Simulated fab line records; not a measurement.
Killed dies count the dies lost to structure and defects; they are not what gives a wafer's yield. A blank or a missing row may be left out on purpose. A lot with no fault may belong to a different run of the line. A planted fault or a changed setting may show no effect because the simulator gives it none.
fab line records	flow nandHarc	part 2 of 2: steps 5 to 6 of 6
record: lots: 21	wafers: 63	lastDay: 24
route steps=1159 shown A_CHANNEL_HOLE_D1@483 A_CHANNEL_FILL_D1@517 A_STAIRCASE@530
lots untouched by any fault: they come from a run of this same line in which no faults occurred
startH: hours from the record's opening day to when the first of the lot's shown wafers began	waitH: hours since the lot's step before	" as in the row above	L1.1+2: one row covering several wafers at once	- either no value or no given start	* or withheld: withheld	< > ~ a bound
route shown NAME@n: names a module that has steps shown in the file, with the first one's number in the route	usual: mean/standard deviation taken from wafers without a fault	same: alike in all rows	chamber/n: place in a boat	sites: the reading at each site	_std_site: standard deviation across them	_edge_site: mean of outer sites minus mean of inner sites	radiusMm: how far each site lies from the wafer's centre	mask NAME#n: copy n	behind: the tool/chamber that last shaped the wafer	hold: what put the lot on hold/how long, in hours/how the hold closed	device: whichever transistor did not switch (one of n, p or np)	end of line: the same wafers' tests at the end of the route	where a step has no rows: the recipe by itself	killed: not the wafer's yield, but the dies lost to structure and defects at the first sort	map: a wafer's dies, x killed, . not, _ none there
set.NAME: the setting as run; set.NAME@STEP: as run at that earlier step	model.NAME: the simulator's own value behind a step, which no gauge read
a sample of lots followed through the steps of the route, with each step as a table and each wafer as a row
services: a tool's chamber out of use, with start hour (startH, from the record's first day; less than 0 if before it), hours out, and reason
== steps ==
step: NHARC_A_STAIRCASE_TRIM_20
recipe: timeS: 211.2	o2FlowSccm: 500	arFlowSccm: 0	biasW: 0	chemistry: O2
usual: chamberPressureMTorr: 60.01/0.057	drypumpMotorCurrentA: 5.9/0.33	oesProductAu: 1.005/0.013	rfVppV: 58.0/0.94	showerheadPlenumPTorr: 3.59/0.13	throttleValvePct: 17.036/0.0096
lot.wafer	tool	chamber	startH	waitH	chamberPressureMTorr	drypumpMotorCurrentA	oesProductAu	rfHoursCounterH	rfVppV	showerheadPlenumPTorr	throttleValvePct
L074.3	rieDiel-13	0	234.71	0.1	60.05	5.6	0.976	50	59.0	3.78	17.041
L074.1	"	1	"	"	60.00	5.6	0.992	48	58.5	3.71	17.034
L074.5	"	0	"	"	60.07	5.6	0.984	-	58.4	3.78	17.024
L076.2	rieDiel-07	2	246.32	0.1	59.92	5.8	1.020	3	56.7	3.54	17.040
L076.6	"	2	"	"	59.96	5.9	1.018	-	56.7	3.54	17.022
L076.5	"	3	"	"	59.94	5.8	1.002	-	58.8	3.60	17.026
L077.3	rieDiel-11	3	246.52	0.1	60.06	6.0	0.982	21	57.4	3.52	17.056
L077.4	"	0	"	"	59.99	5.4	1.015	20	58.2	3.33	17.038
L077.6	"	3	"	"	60.00	5.9	0.985	-	58.1	3.52	17.033
L075.1	rieDiel-11	0	250.21	0.1	60.07	5.4	1.016	21	57.4	3.32	17.046
L075.4	"	1	"	"	59.97	6.3	1.003	20	58.0	3.68	17.038
L075.6	"	0	"	"	59.94	5.4	1.021	-	56.8	3.33	17.040
L079.2	rieDiel-07	2	253.09	0.1	60.09	5.9	1.012	6	58.0	3.54	17.025
L079.3	"	3	"	"	59.99	5.8	1.001	7	57.0	3.60	17.033
L079.6	"	2	"	"	60.08	5.9	1.026	-	58.9	3.54	17.026
L080.3	rieDiel-07	2	268.59	0.1	59.95	5.9	1.019	12	57.6	3.54	17.027
L080.1	"	0	"	"	59.97	6.4	0.994	11	56.9	3.49	17.032
L080.5	"	2	"	"	59.98	5.9	1.023	-	59.4	3.54	17.048
L081.4	rieDiel-11	2	268.85	0.1	59.91	6.5	1.014	29	57.9	3.64	17.047
L081.2	"	0	"	"	59.99	5.4	1.008	29	57.2	3.32	17.047
L081.3	"	1	"	"	60.04	6.3	1.015	28	58.9	3.67	17.034
L082.2	rieDiel-11	2	281.78	0.1	60.07	6.5	1.014	34	58.6	3.63	17.046
L082.3	"	1	"	"	60.01	6.3	1.030	33	58.5	3.67	17.018
L082.5	"	0	"	"	60.00	5.4	1.022	-	57.0	3.32	17.019
L083.1	rieDiel-11	3	300.17	0.2	60.03	6.0	1.001	38	57.6	3.51	17.033
L083.5	"	0	"	"	60.08	5.4	1.018	-	57.6	3.31	17.040
L083.6	"	1	"	"	60.05	6.4	1.017	-	56.9	3.67	17.043
L086.3	rieDiel-07	1	312.96	0.1	60.00	6.1	0.988	24	58.1	3.54	17.038
L086.5	"	2	"	"	60.05	5.9	1.016	-	58.2	3.54	17.049
L086.6	"	3	"	"	59.95	5.8	0.993	-	57.8	3.59	17.058
L084.2	rieDiel-07	2	313.28	0.1	60.01	5.9	1.019	19	58.1	3.54	17.021
L084.3	"	0	"	"	59.98	6.3	0.985	24	58.0	3.48	17.018
L084.5	"	2	"	"	59.95	5.9	1.018	-	58.3	3.54	17.039
L088.1	rieDiel-13	2	313.55	0.1	59.90	6.0	1.008	8	57.6	3.70	17.027
L088.5	"	2	"	"	59.97	6.0	1.012	-	57.7	3.70	17.035
L088.6	"	3	"	"	60.01	5.6	0.985	-	60.2	3.70	17.031
L085.4	rieDiel-13	2	316.57	0.1	60.04	6.0	1.011	9	57.3	3.70	17.041
L085.1	"	3	"	"	59.77	5.6	0.996	9	56.2	3.70	17.039
L085.3	"	0	"	"	60.07	5.6	1.006	10	59.4	3.76	17.008
L087.1	rieDiel-11	2	319.89	0.2	60.05	6.5	1.009	46	58.3	3.63	17.023
L087.2	"	0	"	"	59.96	5.4	1.021	47	55.9	3.31	17.038
L087.6	"	1	"	"	60.05	6.3	1.014	-	57.7	3.66	17.044
L090.2	rieDiel-11	1	326.32	0.1	60.04	6.3	1.011	50	58.4	3.66	17.042
L090.1	"	2	"	"	60.09	6.5	1.007	49	58.4	3.62	17.039
L090.6	"	1	"	"	60.01	6.3	1.019	-	58.9	3.66	17.032
L093.3	rieDiel-11	1	333.81	0.1	60.00	6.3	1.008	54	58.9	3.66	17.031
L093.4	"	3	"	"	60.08	5.9	0.975	53	57.5	3.50	17.024
L093.5	"	1	"	"	60.08	6.3	1.014	-	57.4	3.66	17.039
L091.4	rieDiel-07	0	333.92	0.1	60.19	6.3	1.000	35	57.1	3.47	17.046
L091.1	"	1	"	"	59.98	6.0	0.991	37	56.9	3.53	17.030
L091.3	"	2	"	"	60.08	5.9	1.026	31	56.3	3.53	17.042
L092.2	rieDiel-11	3	337.20	0.1	60.05	5.9	0.968	54	59.6	3.51	17.022
L092.4	"	1	"	"	59.94	6.3	1.014	55	57.4	3.66	17.033
L092.5	"	0	"	"	60.03	5.4	1.011	-	55.8	3.31	17.037
L095.3	rieDiel-13	2	360.34	0.1	59.95	6.0	1.017	25	58.3	3.69	17.044
L095.2	"	3	"	"	60.04	5.6	0.997	26	59.0	3.69	17.033
L095.5	"	1	"	"	59.99	5.6	1.006	-	58.3	3.68	17.034
L096.4	rieDiel-11	2	363.40	0.1	60.06	6.5	1.005	61	57.3	3.62	17.036
L096.1	"	3	"	"	59.99	5.9	0.977	64	58.0	3.50	17.027
L096.3	"	0	"	"	60.02	5.4	1.024	66	60.2	3.30	17.045
L094.4	rieDiel-13	2	369.35	0.1	59.96	6.0	1.026	28	58.3	3.69	17.044
L094.1	"	1	"	"	60.04	5.6	0.991	32	56.7	3.68	17.032
L094.5	"	3	"	"	59.95	5.6	1.004	-	59.0	3.69	17.028
step: NHARC_A_STAIRCASE_STRIP_175
recipe: powerW: 1500	tempC: 250	chemistry: O2
usual: drypumpMotorCurrentA: 5.65/0.24	heaterPowerW: 320/21	rfReflPowerW: 23/11
lot.wafer	tool	chamber	startH	waitH	drypumpMotorCurrentA	heaterPowerW	rfHoursCounterH	rfReflPowerW
L074.1	plasmaAsher-01	0	236.08	0.1	5.69	278	44	19
L074.3	"	0	"	"	5.72	287	-	19
L074.5	"	1	"	"	5.94	315	-	15
L076.2	plasmaAsher-01	0	247.66	0.1	5.67	281	49	19
L076.6	"	0	"	"	5.65	294	-	19
L076.5	"	1	"	"	5.92	318	-	14
L077.4	plasmaAsher-02	1	248.18	0.2	5.31	332	-	16
L077.3	"	0	"	"	5.79	334	-	42
L077.6	"	0	"	"	5.79	329	-	40
L075.1	plasmaAsher-02	1	251.55	0.1	5.31	326	19	-
L075.4	"	0	"	"	5.79	337	-	-
L075.6	"	0	"	"	5.80	344	-	-
L079.2	plasmaAsher-02	1	254.27	0.1	5.28	329	21	15
L079.3	"	1	"	"	5.30	314	-	15
L079.6	"	1	"	"	5.28	326	-	15
L080.1	plasmaAsher-02	0	269.74	0.1	5.80	334	26	40
L080.3	"	0	"	"	5.80	342	-	37
L080.5	"	1	"	"	5.27	337	-	15
L081.2	plasmaAsher-01	0	270.11	0.1	5.66	293	57	19
L081.3	"	1	"	"	5.93	329	-	15
L081.4	"	0	"	"	5.65	287	-	19
L082.2	plasmaAsher-02	1	283.87	0.9	5.30	321	34	-
L082.3	"	1	"	"	5.27	320	-	-
L082.5	"	0	"	"	5.80	337	-	-
L083.1	plasmaAsher-01	0	301.21	0.1	5.68	276	3	-
L083.6	"	1	"	"	5.92	322	-	-
L083.5	"	0	"	"	5.67	282	-	-
L086.3	plasmaAsher-02	0	314.19	0.2	5.77	331	-	39
L086.5	"	0	"	"	5.78	343	-	40
L086.6	"	1	"	"	5.32	325	-	15
L084.2	plasmaAsher-01	0	314.39	0.1	5.65	281	7	-
L084.3	"	0	"	"	5.69	281	-	-
L084.5	"	0	"	"	5.70	287	-	-
L088.1	plasmaAsher-02	1	314.80	0.1	5.29	331	42	15
L088.6	"	0	"	"	5.76	333	-	40
L088.5	"	1	"	"	5.28	318	-	15
L085.1	plasmaAsher-01	1	317.90	0.1	5.93	322	8	14
L085.3	"	1	"	"	5.95	323	-	15
L085.4	"	0	"	"	5.65	282	-	19
L087.1	plasmaAsher-01	0	322.97	0.1	5.70	283	10	19
L087.2	"	1	"	"	5.91	313	10	14
L087.6	"	0	"	"	5.70	286	-	19
L090.2	plasmaAsher-01	1	327.37	0.1	5.91	314	13	-
L090.1	"	0	"	"	5.64	283	13	-
L090.6	"	0	"	"	5.70	273	-	-
L093.3	plasmaAsher-02	0	335.00	0.2	5.77	340	-	-
L093.4	"	1	"	"	5.28	322	-	-
L093.5	"	0	"	"	5.78	336	-	-
L091.1	plasmaAsher-02	0	336.31	0.2	5.74	346	52	41
L091.3	"	0	"	"	5.78	331	-	40
L091.4	"	1	"	"	5.26	330	-	16
L092.2	plasmaAsher-02	0	338.38	0.1	5.77	342	53	39
L092.4	"	1	"	"	5.31	326	-	16
L092.5	"	1	"	"	5.31	324	-	15
L095.2	plasmaAsher-01	0	361.47	0.1	5.70	279	25	19
L095.3	"	1	"	"	5.93	320	-	15
L095.5	"	0	"	"	5.69	289	-	19
L096.1	plasmaAsher-01	1	364.49	0.1	5.93	318	26	-
L096.4	"	0	"	"	5.70	280	-	-
L096.3	"	1	"	"	5.93	314	-	-
L094.1	plasmaAsher-02	1	370.60	0.3	5.29	329	1	15
L094.4	"	0	"	"	5.80	343	-	37
L094.5	"	0	"	"	5.77	350	-	40
== services ==
tool	chamber	startH	hours	kind
rieDiel-11	0	157.59	5.7	repair
rieDiel-01	2	160.90	5.5	repair
rieDiel-01	2	170.71	1.5	repair
rieDiel-03	1	171.90	6.8	repair
plasmaAsher-02	-	183.20	9.0	pm
rieDiel-07	2	186.47	15.0	repair
rieDiel-11	-	189.68	9.0	pm
rieDiel-13	3	208.98	7.4	repair
rieDiel-06	-	212.17	0.3	repair
rieDiel-03	-	215.30	9.0	pm
rieDiel-07	-	228.27	9.0	pm
rieDiel-01	1	231.47	15.1	repair
rieDiel-06	-	241.20	9.0	pm
rieDiel-03	1	247.99	15.8	repair
rieDiel-07	2	268.97	15.6	repair
plasmaAsher-01	-	276.00	9.0	pm
rieDiel-13	-	276.32	9.0	pm
rieDiel-11	3	279.07	6.1	repair
rtpAnneal-02	-	300.00	12.0	pm
rieDiel-01	-	315.09	9.0	pm
rieDiel-13	-	315.34	0.5	repair
rieDiel-06	1	359.92	15.2	repair
plasmaAsher-02	-	360.20	9.0	pm
rieDiel-11	-	366.68	9.0	pm
